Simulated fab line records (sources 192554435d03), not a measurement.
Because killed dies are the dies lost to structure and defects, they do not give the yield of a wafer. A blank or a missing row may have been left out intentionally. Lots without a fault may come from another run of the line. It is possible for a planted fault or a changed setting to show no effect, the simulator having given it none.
fab line records	flow n5Finfet	part 2 of 2: steps 5 to 6 of 6
record lots=24	wafers=72	lastDay=21
route steps=1938 shown FIN_CUT@175 STI_FIN_REVEAL@187 DUMMY_GATE@237 SD_EPI_N@273
lots that met no fault: from a run of the same line without faults
startH: hours from the record's opening day to when the first of the lot's shown wafers began	waitH: how many hours have passed since the lot's step before this one	" as in the row above	L1.1+2: one row covering several wafers at once	- value missing, or start not given	* or withheld: withheld	< > ~ a bound
route shown NAME@n: names a module that has steps shown in the file, with the first one's number in the route	usual: mean/standard deviation taken from wafers without a fault	same: alike in all rows	chamber/n: place in a boat	sites: per-site readings	_std_site: their standard deviation	_edge_site: the outer-site mean with the inner-site mean subtracted	radiusMm: for every site, how far away it sits from the centre of the wafer	mask NAME#n: copy n	behind: the last tool/chamber to shape the wafer	hold: why the lot went on hold/how many hours it stayed there/how the hold came to an end	device: the transistor (n, p or np) that didn't switch	end of line: at the end of the route, the tests of the same wafers	step lacking rows: just its recipe	killed: count of dies lost to structure and defects at first sort (not the wafer's yield)	map: a wafer's dies, x killed, . not, _ none there
set.NAME: the setting the step ran with; set.NAME@STEP: the setting that earlier step ran with	model.NAME: the simulator's own value behind a step, which no gauge read
route steps across a sampled set of lots; one table per step, one row per wafer
services: when a tool's chamber went out of use (startH, in hours from the record's first day, below 0 if earlier), for how many hours, and the reason
## steps
# step N5_DUMMY_GATE_CD_MEAS_24
# recipe targetCdNm=15
# usual cdNm=15.2/0.6
lot.wafer	tool	chamber	startH	waitH	cdNm
L074.1	cdSem-03	-	47.17	0.1	15.8
L074.4	"	-	"	"	15.0
L074.6	"	-	"	"	14.8
L075.2	cdSem-01	-	52.81	0.1	15.8
L075.3	"	-	"	"	14.7
L075.4	"	-	"	"	16.0
L076.2	cdSem-03	-	58.94	0.1	15.6
L076.4	"	-	"	"	15.3
L076.6	"	-	"	"	14.4
L077.2	cdSem-02	-	64.50	0.1	14.4
L077.3	"	-	"	"	15.1
L077.5	"	-	"	"	15.4
L078.2	cdSem-01	-	74.19	0.1	14.9
L078.4	"	-	"	"	15.8
L078.5	"	-	"	"	15.5
L079.4	cdSem-02	-	78.11	0.1	14.9
L079.5	"	-	"	"	13.9
L079.6	"	-	"	"	14.8
L080.2	cdSem-01	-	85.22	0.1	14.9
L080.4	"	-	"	"	16.2
L080.5	"	-	"	"	15.5
L081.3	cdSem-01	-	90.33	0.1	14.4
L081.5	"	-	"	"	14.3
L081.6	"	-	"	"	15.2
L082.3	cdSem-02	-	94.16	0.1	15.6
L082.4	"	-	"	"	14.9
L082.6	"	-	"	"	15.1
L083.2	cdSem-01	-	100.24	0.1	16.1
L083.3	"	-	"	"	16.0
L083.6	"	-	"	"	16.4
L084.1	cdSem-02	-	110.12	0.1	15.9
L084.4	"	-	"	"	14.7
L084.5	"	-	"	"	15.3
L085.2	cdSem-01	-	116.33	0.1	15.1
L085.3	"	-	"	"	16.1
L085.4	"	-	"	"	14.5
L086.2	cdSem-03	-	120.50	0.1	15.4
L086.3	"	-	"	"	15.9
L086.4	"	-	"	"	15.0
L087.1	cdSem-03	-	123.76	0.1	14.7
L087.2	"	-	"	"	16.2
L087.6	"	-	"	"	15.9
L088.2	cdSem-01	-	129.45	0.1	15.7
L088.5	"	-	"	"	14.4
L088.6	"	-	"	"	15.5
L089.1	cdSem-02	-	136.28	0.1	14.8
L089.2	"	-	"	"	15.3
L089.4	"	-	"	"	16.7
L090.3	cdSem-03	-	144.42	0.1	16.1
L090.4	"	-	"	"	14.9
L090.6	"	-	"	"	15.0
L091.3	cdSem-02	-	150.49	0.1	15.3
L091.4	"	-	"	"	14.7
L091.5	"	-	"	"	14.9
L092.2	cdSem-03	-	155.59	0.1	15.2
L092.3	"	-	"	"	16.2
L092.5	"	-	"	"	15.1
L093.2	cdSem-03	-	161.52	0.1	14.6
L093.3	"	-	"	"	14.7
L093.6	"	-	"	"	14.7
L094.2	cdSem-01	-	169.47	0.1	14.9
L094.3	"	-	"	"	14.8
L094.4	"	-	"	"	15.0
L095.1	cdSem-01	-	172.84	0.1	13.7
L095.2	"	-	"	"	14.2
L095.6	"	-	"	"	14.2
L096.1	cdSem-03	-	179.77	0.1	14.7
L096.2	"	-	"	"	15.5
L096.5	"	-	"	"	16.3
L097.4	cdSem-01	-	185.86	0.1	15.0
L097.5	"	-	"	"	14.4
L097.6	"	-	"	"	15.6
# step N5_SD_EPI_N_DESCUM_14
# recipe chemistry=O2	timeS=7.9	sourcePowerW=50	biasPowerW=20	pressureMtorr=20	rfFrequencyHz=2.712e+07	tempC=40	resist=CAR-ArF-block	o2FlowSccm=225
# usual drypumpMotorCurrentA=5.65/0.23	oesProductAu=0.76/0.069	rfFwdPowerW=49.44/0.22	rfVppV=243.4/1.4	showerheadPlenumPTorr=2.10/0.065	throttleValvePct=20.54/0.25
lot.wafer	tool	chamber	startH	waitH	drypumpMotorCurrentA	oesProductAu	rfFwdPowerW	rfHoursCounterH	rfVppV	showerheadPlenumPTorr	throttleValvePct
L074.1	rieDiel-01	1	48.70	0.0	5.55	0.91	49.78	23	245.3	2.19	20.21
L074.4	"	3	"	"	5.88	0.70	49.64	205	242.5	2.05	20.18
L074.6	"	2	"	"	5.64	0.79	49.83	-	243.9	2.10	20.72
L075.2	rieDiel-04	3	54.38	0.0	5.23	0.76	49.62	131	247.0	2.19	20.80
L075.3	"	1	"	"	5.84	0.70	48.96	227	244.3	2.07	20.67
L075.4	"	2	"	"	5.42	0.71	49.61	200	245.6	2.17	20.44
L076.2	rieDiel-01	1	61.40	0.0	5.56	0.92	49.67	27	245.5	2.19	20.23
L076.4	"	3	"	"	5.86	0.69	49.99	-	242.9	2.05	20.17
L076.6	"	1	"	"	5.55	0.91	49.48	-	245.6	2.19	20.22
L077.2	rieDiel-04	2	65.96	0.1	5.41	0.70	49.60	203	244.0	2.17	20.42
L077.3	"	1	"	"	5.97	0.70	49.21	230	243.7	2.07	20.68
L077.5	"	0	"	"	5.88	0.70	49.41	-	241.6	2.08	20.95
L078.2	rieDiel-03	2	75.44	0.0	5.96	0.76	49.43	137	245.7	2.17	20.36
L078.4	"	0	"	"	5.53	0.73	49.38	-	242.6	2.10	20.53
L078.5	"	1	"	"	5.78	0.83	49.08	-	242.3	2.04	20.64
L079.4	rieDiel-04	1	80.86	0.0	5.92	0.71	49.43	233	243.7	2.07	20.71
L079.5	"	1	"	"	5.94	0.70	49.20	-	241.7	2.07	20.69
L079.6	"	2	"	"	5.40	0.70	49.50	-	243.5	2.17	20.45
L080.2	rieDiel-03	0	86.95	0.0	5.51	0.72	49.07	170	242.1	2.10	20.51
L080.4	"	1	"	"	5.77	0.82	48.85	-	243.0	2.04	20.64
L080.5	"	0	"	"	5.54	0.73	49.01	-	243.0	2.10	20.54
L081.3	rieDiel-04	1	92.00	0.0	5.90	0.70	49.41	235	241.9	2.07	20.70
L081.5	"	0	"	"	5.84	0.69	49.53	-	243.1	2.08	20.95
L081.6	"	3	"	"	5.22	0.77	49.77	-	246.0	2.19	20.81
L082.3	rieDiel-03	1	95.40	0.0	5.77	0.81	49.41	82	242.9	2.03	20.66
L082.4	"	2	"	"	5.99	0.75	49.37	-	245.5	2.17	20.38
L082.6	"	1	"	"	5.78	0.81	49.43	-	243.4	2.03	20.65
L083.2	rieDiel-04	1	101.61	0.0	5.90	0.70	49.40	236	243.5	2.07	20.71
L083.3	"	2	"	"	5.43	0.70	49.69	209	244.3	2.17	20.44
L083.6	"	0	"	"	5.85	0.69	49.57	-	243.2	2.08	20.97
L084.1	rieDiel-04	3	111.50	0.0	5.22	0.76	49.42	141	246.6	2.19	20.82
L084.4	"	0	"	"	5.86	0.70	49.38	246	243.2	2.08	20.96
L084.5	"	3	"	"	5.25	0.77	49.25	-	245.6	2.19	20.83
L085.2	rieDiel-03	1	118.07	0.4	5.78	0.81	49.09	91	240.8	2.03	20.66
L085.3	"	0	"	"	5.52	0.72	49.45	182	243.6	2.09	20.56
L085.4	"	1	"	"	5.78	0.80	49.25	-	242.5	2.03	20.69
L086.2	rieDiel-03	0	121.87	0.0	5.52	0.72	49.39	182	243.7	2.09	20.55
L086.3	"	3	"	"	5.65	0.81	49.50	107	241.2	1.98	20.05
L086.4	"	0	"	"	5.54	0.72	49.20	-	242.2	2.09	20.55
L087.1	rieDiel-01	1	125.13	0.0	5.58	0.88	49.70	44	244.9	2.19	20.26
L087.2	"	3	"	"	5.87	0.68	49.50	226	242.4	2.04	20.20
L087.6	"	2	"	"	5.63	0.76	49.50	-	242.4	2.09	20.77
L088.2	rieDiel-04	1	130.87	0.0	5.92	0.70	49.21	244	242.6	2.06	20.71
L088.5	"	3	"	"	5.24	0.77	49.15	-	244.7	2.19	20.83
L088.6	"	2	"	"	5.42	0.69	49.43	-	245.0	2.16	20.45
L089.1	rieDiel-04	2	137.98	0.0	5.42	0.70	49.51	219	244.9	2.16	20.47
L089.2	"	1	"	"	5.93	0.69	49.16	246	242.9	2.06	20.70
L089.4	"	3	"	"	5.23	0.76	49.54	-	246.4	2.19	20.84
L090.3	rieDiel-03	1	145.79	0.0	5.79	0.80	49.25	96	244.2	2.03	20.68
L090.4	"	2	"	"	5.97	0.75	49.29	156	245.7	2.17	20.37
L090.6	"	3	"	"	5.69	0.80	49.42	-	242.2	1.98	20.07
L091.3	rieDiel-04	0	151.86	0.0	5.85	1.00	49.37	2	242.4	2.07	20.60
L091.4	"	2	"	"	5.42	0.69	49.38	-	243.5	2.16	20.45
L091.5	"	3	"	"	5.25	0.76	49.64	-	244.5	2.19	20.84
L092.2	rieDiel-01	3	157.94	0.0	5.86	0.67	49.55	237	242.6	2.04	20.22
L092.3	"	2	"	"	5.63	0.76	49.46	151	243.4	2.09	20.78
L092.5	"	0	"	"	5.74	0.84	49.41	-	242.8	2.02	20.26
L093.2	rieDiel-03	0	163.37	0.5	5.54	0.69	49.13	193	242.8	2.09	20.57
L093.3	"	2	"	"	5.98	0.75	49.38	162	243.8	2.16	20.40
L093.6	"	0	"	"	5.53	0.70	49.18	-	242.6	2.09	20.57
L094.2	rieDiel-01	1	171.24	0.0	5.53	0.85	49.59	62	243.8	2.18	20.29
L094.3	"	2	"	"	5.64	0.75	49.77	157	243.4	2.08	20.78
L094.4	"	3	"	"	5.86	0.67	49.94	242	243.0	2.04	20.24
L095.1	rieDiel-04	3	174.54	0.1	5.24	0.75	49.46	165	245.0	2.18	20.85
L095.2	"	0	"	"	5.87	0.95	49.58	12	242.4	2.07	20.60
L095.6	"	2	"	"	5.42	0.69	49.36	-	244.2	2.16	20.50
L096.1	rieDiel-01	2	181.11	0.1	5.64	0.75	49.33	160	244.0	2.08	20.79
L096.2	"	3	"	"	5.87	0.68	49.71	246	241.6	2.04	20.23
L096.5	"	0	"	"	5.72	0.83	49.11	-	242.6	2.02	20.25
L097.4	rieDiel-01	3	187.59	0.0	5.84	0.67	49.75	248	242.2	2.04	20.25
L097.5	"	1	"	"	5.55	0.85	49.46	-	246.8	2.18	20.28
L097.6	"	0	"	"	5.74	0.84	49.24	-	242.9	2.01	20.27
## services
tool	chamber	startH	hours	kind
cmp-04	-	8.29	5.7	repair
cmp-04	-	14.10	9.2	repair
rieDiel-04	2	17.77	6.1	repair
cmp-03	-	30.60	0.8	repair
rieDiel-01	-	34.96	2.1	repair
rieDiel-05	3	36.76	2.9	repair
cmp-03	-	47.52	0.4	repair
rieDiel-04	-	50.82	2.8	pm
rieDiel-01	0	54.23	13.5	repair
rieDiel-03	0	56.45	17.9	repair
cmp-03	-	70.76	1.3	repair
rieSi-04	1	86.45	8.8	repair
cmp-04	-	93.06	0.5	repair
rieDiel-04	3	94.76	1.6	repair
rieDiel-05	-	95.09	0.1	repair
cmp-04	-	115.41	4.0	pm
cmp-04	-	126.54	5.1	pm
rieDiel-06	3	141.41	1.3	repair
rieDiel-06	3	156.83	2.9	repair
rieDiel-02	-	169.40	14.6	pm
rieSi-04	1	170.68	5.3	repair
cmp-04	-	172.27	0.4	repair
rieDiel-05	3	183.44	8.8	repair
cmp-03	-	183.47	7.5	pm
